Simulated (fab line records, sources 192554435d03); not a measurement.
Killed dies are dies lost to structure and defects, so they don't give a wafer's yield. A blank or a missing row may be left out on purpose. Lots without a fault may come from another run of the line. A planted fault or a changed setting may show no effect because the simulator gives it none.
Split-lot experiment | flow n5_finfet | 7 lots, 21 wafers read, on a route of 1938 steps

THE SPLIT
At N5_BEOL_M0_SAQP_PECVD_96 (deposits a-Si from SiH4/He, target thk 45 nm, time 45.2 s), the setting time_s was moved away from the recipe's 45.2 s on 5 of the 21 wafers read, by -13.0% to +10.1%. The other wafers ran this setting at the recipe's value.

FROM THE SPLIT TO THE READING: what the file shows between them, 18 steps
- N5_BEOL_M0_SAQP_PECVD_04: deposits a-Si from SiH4/He, target thk 60 nm, time 60.2 s (also split here: time_s)
- N5_BEOL_M0_SAQP_THK_MEAS_05
- N5_BEOL_M0_SAQP_HM_DEP_111: deposits SiO2 from SiH4/N2O, target thk 12 nm, time 7.2 s
- N5_BEOL_M0_SAQP_COAT_81: time 60 s, resist thk 100 nm
- N5_BEOL_M0_SAQP_HM_OPEN_112: chemistry CHF3/O2, target SiO2, stops on a-Si, target depth 12 nm, time 13.5 s
- N5_BEOL_M0_SAQP_STRIP_113: strips in CHF3/O2
- N5_BEOL_M0_SAQP_MANDREL_ETCH_20: etches a-Si in HBr/Cl2, stops on SiNx, target depth 60 nm, bt time 10 s, time 30 s
- N5_BEOL_M0_SAQP_STRIP_86: strips in N2/H2
- N5_BEOL_M0_SAQP_STRIP_115: strips in post etch residue remover, time 60 s
- N5_BEOL_M0_SAQP_SRD_93: time 30 s
- N5_BEOL_M0_SAQP_RECESS_114: chemistry HF/NH3, target SiO2, target depth 14.4 nm, afs cycles 3, sublimation time 60 s
- N5_BEOL_M0_SAQP_SPACER1_ALD_98: deposits SiO2, target thk 12.8 nm, pulse time 1 s, purge time 2 s
- N5_BEOL_M0_SAQP_SPACER1_ETCHBACK_99: etches SiO2 in CHF3/O2, target depth 15.4 nm, time 7.7 s
- N5_BEOL_M0_SAQP_MANDREL1_REMOVE_100: chemistry HBr/Cl2/O2, target a-Si, stops on SiNx, bt time 10 s
- N5_BEOL_M0_SAQP_ETCH_101: etches SiNx in CH3F/O2, target depth 29.9 nm, time 42.7 s
- N5_BEOL_M0_SAQP_ETCH_102: etches SiO2 in CF4, target depth 4 nm, time 4.4 s
- N5_BEOL_M0_SAQP_MANDREL_ETCH_103: etches a-Si in HBr/Cl2, stops on SiCN, target depth 45 nm, bt time 10 s, time 27 s
- N5_BEOL_M0_SAQP_ETCH_106: etches SOC in N2/H2, stops on SiNx, target depth 150 nm (also split here: target_depth_a)

THE READING
a-Si_of_BEOL_M0_SAQP_PECVD_96.thk_nm (the simulator's own value, which no gauge read), in nm, at N5_BEOL_M0_SAQP_ETCH_107 (etches SiNx in CH3F/O2, target depth 30 nm). The file gives no usual value for it. The 16 wafers here that ran the recipe average 44.2 nm, standard deviation 0.59 nm.

wafer  | tool, chamber at the split | time_s as run, s | against the recipe | a-Si_of_BEOL_M0_SAQP_PECVD_96.thk_nm, nm | against lot-mates on the recipe
L074.1 | pecvd-02, 2                | 45.2             | recipe             | 44                                       | -
L074.2 | pecvd-02, 1                | 45.2             | recipe             | 44.2                                     | -
L074.6 | pecvd-02, 1                | 45.2             | recipe             | 44.4                                     | -
L076.1 | pecvd-03, 1                | 45.2             | recipe             | 43.4                                     | -
L076.3 | pecvd-03, 2                | 39.75            | -12.1%             | 39.6                                     | -3.8
L076.6 | pecvd-03, 1                | 39.75            | -12.1%             | 39.2                                     | -4.2
L078.3 | pecvd-02, 1                | 45.2             | recipe             | 44.2                                     | -
L078.4 | pecvd-02, 2                | 45.2             | recipe             | 45                                       | -
L078.6 | pecvd-02, 0                | 45.2             | recipe             | 44.8                                     | -
L081.1 | pecvd-02, 2                | 45.2             | recipe             | 43.6                                     | -
L081.2 | pecvd-02, 1                | 45.2             | recipe             | 44.4                                     | -
L081.6 | pecvd-02, 0                | 45.2             | recipe             | 44.8                                     | -
L080.1 | pecvd-01, 0                | 45.2             | recipe             | 44.6                                     | -
L080.3 | pecvd-01, 1                | 49.77            | +10.1%             | 48.8                                     | +4.2
L080.5 | pecvd-01, 0                | 49.77            | +10.1%             | 49.6                                     | +5.0
L088.2 | pecvd-03, 1                | 45.2             | recipe             | 42.6                                     | -
L088.3 | pecvd-03, 2                | 45.2             | recipe             | 43.8                                     | -
L088.5 | pecvd-03, 1                | 39.32            | -13.0%             | 37.8                                     | -5.4
L097.2 | pecvd-02, 0                | 45.2             | recipe             | 44.4                                     | -
L097.3 | pecvd-02, 1                | 45.2             | recipe             | 44                                       | -
L097.5 | pecvd-02, 1                | 45.2             | recipe             | 44.6                                     | -

THE FIT
A straight line over all 21 wafers: a-Si_of_BEOL_M0_SAQP_PECVD_96.thk_nm changes by +0.453 nm for each +1% of time_s; r = +0.97; the points scatter about the line by 0.62 nm.
The same after taking each lot's own level away (the mean of its wafers on the recipe; 21 wafers): +0.394 nm for each +1%; r = +0.98; scatter 0.47 nm.
On that fit, the largest move of time_s shifts the reading by 5.1 nm.
The lots' own levels span 43.20 to 44.67 nm, that is 2.5 times the standard deviation above.
So the lot-to-lot level changes the slope: the two fits differ.
Check: with one of the wafers moved furthest among these (-13.0%) left out of the fit, the line predicts -4.86 nm for it against its lot-mates. It came out at -5.4 nm against them.

OTHER SPLITS ON THESE WAFERS
These wafers also went through other splits before the reading. Each is held against what the fit with the lots' levels taken away leaves over:
other split on the same wafers          | wafers away from the commonest value | r with a-Si_of_BEOL_M0_SAQP_PECVD_96.thk_nm (lot level and that fit taken away)
N5_BEOL_M0_SAQP_PECVD_04 time_s         | 4                                    | -0.05
N5_BEOL_M0_SAQP_ETCH_106 target_depth_a | 5                                    | -0.09

THE WHOLE CHAIN: every reading that the file lists as answering this split, in the file's order
step                             | what it does                                                                       | reading                                                                               | change (the file's fit)               | r (the file's)
N5_BEOL_M0_SAQP_PECVD_96         | deposits a-Si from SiH4/He, target thk 45 nm, time 45.2 s                          | a-Si_of_BEOL_M0_SAQP_PECVD_96.thk_nm (the simulator's own value, which no gauge read) | +0.39 nm for each +1% of the setting  | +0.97
N5_BEOL_M0_SAQP_MANDREL_ETCH_103 | etches a-Si in HBr/Cl2, stops on SiCN, target depth 45 nm, bt time 10 s, time 27 s | etch.depth_nm (the simulator's own value, which no gauge read)                        | +0.399 nm for each +1% of the setting | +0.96
N5_BEOL_M0_SAQP_ETCH_107         | etches SiNx in CH3F/O2, target depth 30 nm                                         | a-Si_of_BEOL_M0_SAQP_PECVD_96.thk_nm (the simulator's own value, which no gauge read) | +0.396 nm for each +1% of the setting | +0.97

THE FILE'S OWN FIT
a-Si_of_BEOL_M0_SAQP_PECVD_96.thk_nm changes by +0.396 nm for each +1% of time_s, r = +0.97.
